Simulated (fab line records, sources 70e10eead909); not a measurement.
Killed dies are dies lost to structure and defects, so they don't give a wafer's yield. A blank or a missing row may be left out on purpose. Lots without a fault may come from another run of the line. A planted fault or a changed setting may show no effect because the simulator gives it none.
fab line records | flow nand_harc | part 1 of 2: steps 1 to 29 of 37
record lots=5 wafers=15 last_day=31
route steps=1302 shown P_BONDPAD@372 A_START@389 A_ZERO_WELL@390
lots that met no fault: from a run of the same line without faults
start_h: hours from the record's first day to the start of the lot's first wafer shown | wait_h: hours since the lot's step before | " the same as in the row above | L1.1+2: a row that stands for several wafers | - no value, or no start given | * or withheld: withheld | < > ~ a bound
route shown NAME@n: a module of which the file shows steps, and the number in the route of the first | usual: mean/standard deviation of fault-free wafers | same: alike in all rows | chamber/n: place in a boat | sites: the reading at each site | _std_site: their standard deviation | _edge_site: outer sites' mean less inner sites' | radius_mm: how far each site lies from the wafer's centre | mask NAME#n: copy n | behind: the tool/chamber that last shaped the wafer | hold: why the lot was held/for how many hours/how that ended | device: the transistor (n, p or np) that didn't switch | end of line: the same wafers' tests at the end of the route | a step without rows: its recipe alone | killed: dies lost to structure and defects at the first sort, not the wafer's yield | map: a wafer's dies, x killed, . not, _ none there
set.NAME: the setting as run; set.NAME@STEP: as run at that earlier step | model.NAME: the simulator's own value behind a step, which no gauge read
lots at some steps of the route; a table a step, a row a wafer
services: from which hour (start_h, from the record's first day; less than 0 if before it) a tool's chamber was out of use, for how many hours, and why
## steps
# step NHARC_P_BONDPAD_ETCH_24
# recipe target_depth_a=300 over_etch_frac=0.3 time_s=72.99 ion_energy_ev=150 cf4_flow_sccm=50 n2_flow_sccm=100 ar_flow_sccm=150 rf_w=300 bias_w=100 chemistry=CF4/N2
# usual drypump_motor_current_A=5.8/0.47 oes_product_au=1.001/0.0078 rf_vpp_V=314.7/1.9 showerhead_plenum_p_Torr=2.67/0.099 throttle_valve_pct=19.793/0.0089
# same time_s=72.99
# columns lot.wafer tool chamber start_h wait_h drypump_motor_current_A oes_product_au rf_hours_counter_h rf_vpp_V showerhead_plenum_p_Torr throttle_valve_pct
L076.1 rie_diel-12 0 - - 5.5 0.996 3.3 315.1 2.70 19.792
L076.3 " 3 " " 6.0 0.995 3.3 311.4 2.54 19.808
L076.6 " 0 " " 5.5 1.003 - 315.2 2.70 19.781
L082.2 rie_diel-03 0 - - 5.8 1.001 5.6 315.8 2.66 19.773
L082.4 " 2 " " 6.6 0.996 4.5 316.7 2.77 19.797
L082.5 " 1 " " 4.7 0.998 - 315.8 2.75 19.797
L085.4 rie_diel-03 0 - - 5.8 1.000 7.8 314.7 2.66 19.790
L085.5 " 1 " " 4.7 0.993 - 318.0 2.74 19.814
L085.6 " 2 " " 6.6 0.991 - 316.7 2.77 19.775
L090.2 rie_diel-11 3 - - 6.2 0.998 1.0 311.3 2.53 19.802
L090.1 " 1 " " 5.6 1.003 1.1 317.3 2.76 19.797
L090.5 " 2 " " 5.8 1.005 - 316.6 2.74 19.799
L091.1 rie_diel-11 2 - - 5.8 1.002 1.6 315.4 2.74 19.800
L091.2 " 3 " " 6.2 1.003 1.6 312.7 2.53 19.790
L091.5 " 2 " " 5.8 1.015 - 314.9 2.74 19.796
# step NHARC_P_BONDPAD_STRIP_16
# recipe time_s=600 temp_c=30 chemistry=post_etch_residue_remover
# usual bath_heat_duty_pct=13.1/1.1
# same time_s=600
# columns lot.wafer tool chamber start_h wait_h bath_heat_duty_pct
L076.3 wet_bench-10 5 151.98 - 11.7
L076.1 " 6 " " 11.1
L076.6 " 7 " " 12.4
L082.5 wet_bench-08 6 210.88 - 15.7
L082.2 " 7 " " 12.6
L082.4 " 1 " " 11.9
L085.5 wet_bench-08 4 242.65 - 13.4
L085.4 " 5 " " 12.6
L085.6 " 7 " " 12.3
L090.5 wet_bench-10 5 297.14 - 12.5
L090.2 " 6 " " 12.6
L090.1 " 7 " " 13.7
L091.1 wet_bench-08 2 310.85 - 12.9
L091.5 " 3 " " 10.0
L091.2 " 6 " " 15.4
# step NHARC_P_BONDPAD_DEGAS_25
# recipe temp_c=300 time_s=60
# usual heater_power_w=454/27
# same time_s=60
# columns lot.wafer tool chamber start_h wait_h heater_power_w
L076.1 pvd_sputter-01 - 152.24 - 438
L076.3 " - " " 463
L076.6 " - " " 439
L082.2 pvd_sputter-02 - 211.16 - 439
L082.4 " - " " 536
L082.5 " - " " 437
L085.4 pvd_sputter-03 - 242.91 - 415
L085.6 " - " " 419
L085.5 " - " " 456
L090.2 pvd_sputter-03 - 297.39 - 409
L090.1 " - " " 458
L090.5 " - " " 475
L091.1 pvd_sputter-01 - 311.11 - 455
L091.2 " - " " 473
L091.5 " - " " 448
# step NHARC_P_BONDPAD_PRE_CLEAN_26
# recipe time_s=30 temp_c=280 gas=H2/He
# usual heater_power_w=401/23
# same time_s=30
# columns lot.wafer tool chamber start_h wait_h heater_power_w
L076.1 pvd_sputter-01 - - - 388
L076.3 " - " " 388
L076.6 " - " " 380
L082.2 pvd_sputter-02 - - - 423
L082.4 " - " " 450
L082.5 " - " " 454
L085.4 pvd_sputter-03 - - - 399
L085.5 " - " " 407
L085.6 " - " " 383
L090.1 pvd_sputter-03 - - - 404
L090.2 " - " " 418
L090.5 " - " " 370
L091.2 pvd_sputter-01 - - - 388
L091.1 " - " " 401
L091.5 " - " " 392
# step NHARC_P_BONDPAD_PVD_17
# recipe target_thk_a=50 bias_v=168.6 power_w=15000 chamber_pressure_pa=0.12 time_s=8.06 substrate_temp_c=50 material=TaN
# usual throttle_valve_pct=30.2/0.75
# same time_s=8.06
# columns lot.wafer tool chamber start_h wait_h throttle_valve_pct
L076.1 pvd_sputter-01 - - - 31.2
L076.3 " - " " 30.0
L076.6 " - " " 29.8
L082.4 pvd_sputter-02 - - - 30.2
L082.2 " - " " 29.8
L082.5 " - " " 28.9
L085.4 pvd_sputter-03 - - - 28.7
L085.6 " - " " 30.8
L085.5 " - " " 30.2
L090.1 pvd_sputter-03 - - - 30.6
L090.2 " - " " 31.1
L090.5 " - " " 30.3
L091.2 pvd_sputter-01 - - - 30.4
L091.1 " - " " 30.1
L091.5 " - " " 30.7
# step NHARC_P_BONDPAD_PVD_27
# recipe target_thk_a=300 chamber_pressure_pa=5 power_w=5000 substrate_temp_c=30 time_s=20.49 material=Cu
# usual throttle_valve_pct=30.2/0.76
# same time_s=20.49
# columns lot.wafer tool chamber start_h wait_h throttle_valve_pct
L076.1 pvd_sputter-01 - - - 31.1
L076.3 " - " " 29.9
L076.6 " - " " 31.0
L082.4 pvd_sputter-02 - - - 29.5
L082.2 " - " " 29.9
L082.5 " - " " 29.2
L085.4 pvd_sputter-03 - - - 28.4
L085.5 " - " " 30.2
L085.6 " - " " 30.9
L090.1 pvd_sputter-03 - - - 31.2
L090.2 " - " " 28.8
L090.5 " - " " 30.5
L091.2 pvd_sputter-01 - - - 30.6
L091.1 " - " " 30.2
L091.5 " - " " 30.7
# step NHARC_P_BONDPAD_ECD_18
# recipe target_thk_a=4000 bath_temp_c=25 material=Cu
# usual bath_heat_duty_pct=5.6/0.79
# columns lot.wafer tool chamber start_h wait_h bath_heat_duty_pct
L076.1 ecd_cu-02 1 152.59 - 6.1
L076.3 " 0 " " 5.7
L076.6 " 0 " " 5.4
L082.2 ecd_cu-02 0 211.51 - 6.3
L082.4 " 1 " " 5.3
L082.5 " 1 " " 5.5
L085.4 ecd_cu-01 1 243.41 - 4.5
L085.5 " 0 " " 5.8
L085.6 " 1 " " 4.9
L090.2 ecd_cu-02 1 297.75 - 5.3
L090.1 " 0 " " 6.3
L090.5 " 1 " " 4.6
L091.1 ecd_cu-02 0 311.48 - 6.3
L091.2 " 1 " " 4.0
L091.5 " 0 " " 6.0
# step NHARC_P_BONDPAD_ANNEAL_28
# recipe temp_c=225 time_s=90
# usual wafer_temp_C_max=226.5/0.35
# same time_s=90
# columns lot.wafer tool chamber start_h wait_h wafer_temp_C_max
L076.1 rtp_anneal-02 0 152.96 - 226.3
L076.3 " 0 " " 226.7
L076.6 " 0 " " 226.2
L082.2 rtp_anneal-02 0 211.95 0.4 226.6
L082.4 " 0 " " 226.7
L082.5 " 0 " " 226.6
L085.4 rtp_anneal-02 0 243.79 - 226.4
L085.5 " 0 " " 226.8
L085.6 " 0 " " 226.4
L090.1 rtp_anneal-01 0 298.13 0.3 227.2
L090.2 " 0 " " 226.4
L090.5 " 0 " " 226.8
L091.1 rtp_anneal-02 0 311.86 0.3 226.5
L091.2 " 0 " " 226.2
L091.5 " 0 " " 226.7
# step NHARC_P_BONDPAD_CMP_19
# recipe t_overpolish_s=30 cu_recess_touch_s=16 target_thk_nm=160.81
# usual motor_current_A=13.0/1.3 overpolish_run_s=30.001/0.009
# columns lot.wafer tool chamber start_h wait_h motor_current_A overpolish_run_s
L076.1 cmp-01 3 153.31 - 14.1 30.000
L076.3 " 0 " " 15.9 30.001
L076.6 " 3 " " 13.6 30.019
L082.2 cmp-01 1 212.27 - 12.0 30.005
L082.4 " 3 " " 14.0 29.992
L082.5 " 0 " " 16.0 30.011
L085.4 cmp-03 1 244.07 - 11.2 29.990
L085.6 " 2 " " 14.7 30.000
L085.5 " 3 " " 13.1 30.007
L090.1 cmp-04 0 298.51 - 12.8 30.000
L090.2 " 1 " " 12.6 30.008
L090.5 " 0 " " 13.8 29.996
L091.1 cmp-01 0 312.20 - 16.3 30.009
L091.2 " 1 " " 11.9 29.989
L091.5 " 1 " " 11.8 29.997
# step NHARC_P_BONDPAD_THK_MEAS_20
# recipe thk_meas_gauge=xrf
# usual thk_nm=161.3/1.5
# columns lot.wafer tool chamber start_h wait_h thk_nm
L076.1 film_metro-01 - 153.63 - 161.8
L076.3 " - " " 162.2
L076.6 " - " " 160.7
L082.2 film_metro-01 - 212.56 - 160.5
L082.4 " - " " 158.9
L082.5 " - " " 160.7
L085.4 film_metro-02 - 244.30 - 162.1
L085.5 " - " " 162.8
L085.6 " - " " 163.7
L090.1 film_metro-02 - 298.80 - 164.3
L090.2 " - " " 160.3
L090.5 " - " " 160.5
L091.1 film_metro-02 - 312.53 - 160.3
L091.2 " - " " 159.9
L091.5 " - " " 162.7
# step NHARC_P_BONDPAD_SRD_21
# recipe time_s=30 temp_c=23 dry_time_s=20 spin_rpm=1500
# usual bath_heat_duty_pct=3.6/0.59
# same time_s=30
# columns lot.wafer tool chamber start_h wait_h bath_heat_duty_pct
L076.3 wet_bench-10 3 153.68 0.0 3.3
L076.6 " 5 " " 3.4
L076.1 " 6 " " 2.7
L082.5 wet_bench-08 1 212.62 0.1 3.8
L082.4 " 2 " " 3.7
L082.2 " 3 " " 3.5
L085.5 wet_bench-10 7 244.34 0.0 3.1
L085.6 " 0 " " 3.1
L085.4 " 4 " " 4.2
L090.1 wet_bench-10 3 298.84 0.0 4.3
L090.2 " 5 " " 2.9
L090.5 " 0 " " 2.8
L091.5 wet_bench-08 5 312.57 0.0 4.0
L091.1 " 0 " " 4.1
L091.2 " 1 " " 3.6
# step NHARC_P_BONDPAD_INSPECT_23
# usual raw_defect_count=334/120
# columns lot.wafer tool chamber start_h wait_h raw_defect_count
L076.1 defect_inspect-02 - 153.86 0.0 194
L076.3 " - " " 228
L076.6 " - " " 250
L082.2 defect_inspect-01 - 212.79 0.0 250
L082.4 " - " " 210
L082.5 " - " " 526
L085.4 defect_inspect-01 - 244.53 0.0 307
L085.5 " - " " 371
L085.6 " - " " 284
L090.1 defect_inspect-01 - 299.01 0.0 286
L090.2 " - " " 353
L090.5 " - " " 271
L091.1 defect_inspect-02 - 312.76 0.0 510
L091.2 " - " " 489
L091.5 " - " " 249
# step NHARC_P_BONDPAD_ACTIVATE_29
# recipe time_s=60 n2_flow_sccm=200 ar_flow_sccm=0 bias_power_w=0 chemistry=N2
# usual drypump_motor_current_A=5.8/0.43 oes_product_au=1.001/0.0075 rf_vpp_V=64.2/0.94 showerhead_plenum_p_Torr=1.79/0.071
# same bias_power_w=0 time_s=60
# columns lot.wafer tool chamber start_h wait_h drypump_motor_current_A oes_product_au rf_hours_counter_h rf_vpp_V showerhead_plenum_p_Torr
L076.1 rie_diel-12 2 153.93 0.1 5.8 0.996 3.2 64.5 1.74
L076.3 " 0 " " 5.5 0.992 3.4 64.1 1.82
L076.6 " 1 " " 6.1 0.998 - 63.3 1.82
L082.2 rie_diel-11 2 212.85 0.1 5.8 1.000 3.3 64.5 1.85
L082.4 " 0 " " 6.4 1.000 3.6 64.7 1.86
L082.5 " 2 " " 5.8 1.006 - 64.7 1.85
L085.4 rie_diel-12 0 244.61 0.1 5.5 0.996 7.2 63.9 1.82
L085.6 " 2 " " 5.7 0.998 - 64.8 1.74
L085.5 " 3 " " 6.0 0.988 - 64.4 1.70
L090.2 rie_diel-12 2 299.07 0.1 5.8 1.002 1.3 64.4 1.74
L090.1 " 3 " " 6.0 1.001 1.1 63.0 1.70
L090.5 " 2 " " 5.8 0.997 - 63.9 1.74
L091.1 rie_diel-11 0 312.82 0.1 6.5 1.014 1.6 64.6 1.86
L091.2 " 1 " " 5.6 0.988 1.6 64.9 1.86
L091.5 " 1 " " 5.5 1.005 - 64.9 1.86
# step NHARC_P_BONDPAD_PRECLEAN_30
# recipe time_s=300 temp_c=23 chemistry=DIW
# usual bath_heat_duty_pct=3.7/0.47
# same time_s=300
# columns lot.wafer tool chamber start_h wait_h bath_heat_duty_pct
L076.1 wet_bench-10 6 154.10 0.2 3.9
L076.6 " 7 " " 3.7
L076.3 " 1 " " 4.1
L082.2 wet_bench-08 1 213.02 0.2 3.7
L082.5 " 3 " " 3.1
L082.4 " 4 " " 3.8
L085.6 wet_bench-08 4 244.74 0.1 4.3
L085.4 " 6 " " 4.5
L085.5 " 0 " " 3.8
L090.1 wet_bench-10 1 299.22 0.1 4.4
L090.2 " 3 " " 3.8
L090.5 " 5 " " 3.6
L091.1 wet_bench-08 3 313.03 0.2 2.9
L091.5 " 5 " " 4.0
L091.2 " 6 " " 4.5
# step NHARC_P_BONDPAD_SRD_31
# recipe time_s=30 temp_c=23 dry_time_s=20 spin_rpm=1500
# usual bath_heat_duty_pct=3.6/0.53
# same time_s=30
# columns lot.wafer tool chamber start_h wait_h bath_heat_duty_pct
L076.1 wet_bench-10 6 - - 3.2
L076.6 " 7 " " 3.5
L076.3 " 1 " " 4.6
L082.2 wet_bench-08 1 - - 3.7
L082.5 " 3 " " 3.3
L082.4 " 4 " " 4.2
L085.6 wet_bench-08 4 - - 4.1
L085.4 " 6 " " 3.5
L085.5 " 0 " " 4.0
L090.1 wet_bench-10 1 - - 4.3
L090.2 " 3 " " 3.8
L090.5 " 5 " " 3.5
L091.1 wet_bench-08 3 - - 3.3
L091.5 " 5 " " 3.7
L091.2 " 6 " " 4.2
# step NHARC_A_START_INSPECT_01
# usual raw_defect_count=3.5/1.9
# columns lot.wafer tool chamber start_h wait_h raw_defect_count
L076.1 defect_inspect-01 - 154.32 - 2
L076.3 " - " " 2
L076.6 " - " " 2
L082.2 defect_inspect-02 - 213.25 - 5
L082.4 " - " " 2
L082.5 " - " " 3
L085.4 defect_inspect-01 - 245.00 - 5
L085.5 " - " " 2
L085.6 " - " " 5
L090.1 defect_inspect-01 - 299.47 - 0
L090.2 " - " " 4
L090.5 " - " " 6
L091.1 defect_inspect-02 - 313.32 - 3
L091.2 " - " " 2
L091.5 " - " " 0
# step NHARC_A_ZERO_WELL_PRECLEAN_00
# recipe time_s=600 temp_c=120 chemistry=SPM
# usual bath_heat_duty_pct=13.6/1.6
# same time_s=600
# columns lot.wafer tool chamber start_h wait_h bath_heat_duty_pct
L076.3 wet_bench-05 5 154.41 0.1 12.8
L076.6 " 1 " " 14.0
L076.1 " 2 " " 14.5
L082.5 wet_bench-07 3 213.35 0.1 16.0
L082.4 " 6 " " 12.6
L082.2 " 7 " " 13.2
L085.6 wet_bench-07 1 245.08 0.1 15.5
L085.5 " 2 " " 14.8
L085.4 " 3 " " 14.8
L090.1 wet_bench-03 6 299.56 0.1 13.7
L090.2 " 2 " " 9.6
L090.5 " 3 " " 11.2
L091.2 wet_bench-07 2 313.42 0.1 14.8
L091.5 " 4 " " 13.4
L091.1 " 5 " " 16.1
# step NHARC_A_ZERO_WELL_SRD_01
# columns lot.wafer tool chamber start_h wait_h
L076.3+6+1 wet_bench-05 5,1,2 - -
L082.5+4+2 wet_bench-07 3,6,7 - -
L085.6+5+4 wet_bench-07 1,2,3 - -
L090.1+2+5 wet_bench-03 6,2,3 - -
L091.2+5+1 wet_bench-07 2,4,5 - -
# step NHARC_A_ZERO_WELL_DEHYDRATE_02
# recipe temp_c=150 time_s=120
# same time_s=120
# columns lot.wafer tool chamber start_h wait_h
L076.1+3+6 litho_track-03 0 154.72 -
L082.2+4+5 litho_track-02 0 213.66 -
L085.4+5+6 litho_track-02 0 245.39 -
L090.1+2+5 litho_track-02 0 299.87 -
L091.1+2+5 litho_track-03 0 313.73 -
# step NHARC_A_ZERO_WELL_HMDS_03
# recipe time_s=30
# same time_s=30
# columns lot.wafer tool chamber start_h wait_h
L076.1+3+6 litho_track-03 0 - -
L082.2+4+5 litho_track-02 0 - -
L085.4+5+6 litho_track-02 0 - -
L090.1+2+5 litho_track-02 0 - -
L091.1+2+5 litho_track-03 0 - -
# step NHARC_A_ZERO_WELL_COAT_18
# recipe temp_c=200 time_s=65
# same time_s=65
# columns lot.wafer tool chamber start_h wait_h
L076.1+3+6 litho_track-03 0 - -
L082.2+4+5 litho_track-02 0 - -
L085.4+5+6 litho_track-02 0 - -
L090.1+2+5 litho_track-02 0 - -
L091.1+2+5 litho_track-03 0 - -
# step NHARC_A_ZERO_WELL_COAT_04
# recipe spin_rpm=2000 resist_thk_nm=600
# columns lot.wafer tool chamber start_h wait_h
L076.1+3+6 litho_track-03 0 - -
L082.2+4+5 litho_track-02 0 - -
L085.4+5+6 litho_track-02 0 - -
L090.1+2+5 litho_track-02 0 - -
L091.1+2+5 litho_track-03 0 - -
# step NHARC_A_ZERO_WELL_SOFTBAKE_05
# recipe temp_c=125 time_s=70
# same time_s=70
# columns lot.wafer tool chamber start_h wait_h
L076.1+3+6 litho_track-03 0 - -
L082.2+4+5 litho_track-02 0 - -
L085.4+5+6 litho_track-02 0 - -
L090.1+2+5 litho_track-02 0 - -
L091.1+2+5 litho_track-03 0 - -
# step NHARC_A_ZERO_WELL_EBR_06
# columns lot.wafer tool chamber start_h wait_h
L076.1+3+6 litho_track-03 0 - -
L082.2+4+5 litho_track-02 0 - -
L085.4+5+6 litho_track-02 0 - -
L090.1+2+5 litho_track-02 0 - -
L091.1+2+5 litho_track-03 0 - -
# step NHARC_A_ZERO_WELL_EXPOSE_07
# recipe na=0.55 dose_mj=33.85 mask_id=A_ZERO
# usual stage_vel_mm_s=500.02/0.25
# columns lot.wafer tool chamber start_h wait_h mask stage_vel_mm_s
L076.1 krf_scanner-04 0 155.01 - A_ZERO#0 500.12
L076.3 " 0 " " A_ZERO#0 500.07
L076.6 " 0 " " A_ZERO#0 499.97
L082.2 krf_scanner-02 0 213.83 - A_ZERO#0 499.91
L082.4 " 0 " " A_ZERO#0 500.03
L082.5 " 0 " " A_ZERO#0 500.27
L085.4 krf_scanner-03 0 245.69 - A_ZERO#0 499.74
L085.5 " 0 " " A_ZERO#0 499.85
L085.6 " 0 " " A_ZERO#0 499.82
L090.1 krf_scanner-03 0 300.16 - A_ZERO#0 499.95
L090.2 " 0 " " A_ZERO#0 499.81
L090.5 " 0 " " A_ZERO#0 500.13
L091.1 krf_scanner-04 0 314.02 - A_ZERO#0 500.01
L091.2 " 0 " " A_ZERO#0 500.09
L091.5 " 0 " " A_ZERO#0 500.20
# step NHARC_A_ZERO_WELL_PEB_08
# recipe peb_temp_c=128 peb_time_s=80
# columns lot.wafer tool chamber start_h wait_h
L076.1+3+6 litho_track-02 0 155.07 0.1
L082.2+4+5 litho_track-05 0 213.89 0.1
L085.4+5+6 litho_track-02 0 245.75 0.0
L090.1+2+5 litho_track-02 0 300.23 0.1
L091.1+2+5 litho_track-03 0 314.09 0.1
# step NHARC_A_ZERO_WELL_DEVELOP_09
# recipe time_s=50 dev_temp_c=22
# same time_s=50
# columns lot.wafer tool chamber start_h wait_h
L076.1+3+6 litho_track-02 0 - -
L082.2+4+5 litho_track-05 0 - -
L085.4+5+6 litho_track-02 0 - -
L090.1+2+5 litho_track-02 0 - -
L091.1+2+5 litho_track-03 0 - -
# step NHARC_A_ZERO_WELL_CD_MEAS_10
# recipe target_cd_nm=2000 landing_energy_ev=500
# usual cd_nm=1999.4/1.1
# columns lot.wafer tool chamber start_h wait_h cd_nm
L076.1 cd_sem-02 0 155.16 - 1999.9
L076.3 " 0 " " 2001.2
L076.6 " 0 " " 2000.1
L082.2 cd_sem-02 0 213.97 - 2000.4
L082.4 " 0 " " 1999.0
L082.5 " 0 " " 1999.7
L085.4 cd_sem-03 0 245.84 - 1999.0
L085.5 " 0 " " 2000.3
L085.6 " 0 " " 1998.4
L090.1 cd_sem-03 0 300.31 - 1998.7
L090.2 " 0 " " 1998.3
L090.5 " 0 " " 1996.1
L091.1 cd_sem-01 0 314.17 - 2000.4
L091.2 " 0 " " 2000.0
L091.5 " 0 " " 2000.9
# step NHARC_A_ZERO_WELL_HARDBAKE_11
# recipe temp_c=118 time_s=65
# same time_s=65
# columns lot.wafer tool chamber start_h wait_h
L076.1+3+6 litho_track-05 0 155.24 -
L082.2+4+5 litho_track-02 0 214.05 -
L085.4+5+6 litho_track-05 0 245.93 -
L090.1+2+5 litho_track-02 0 300.39 -
L091.1+2+5 litho_track-05 0 314.25 -
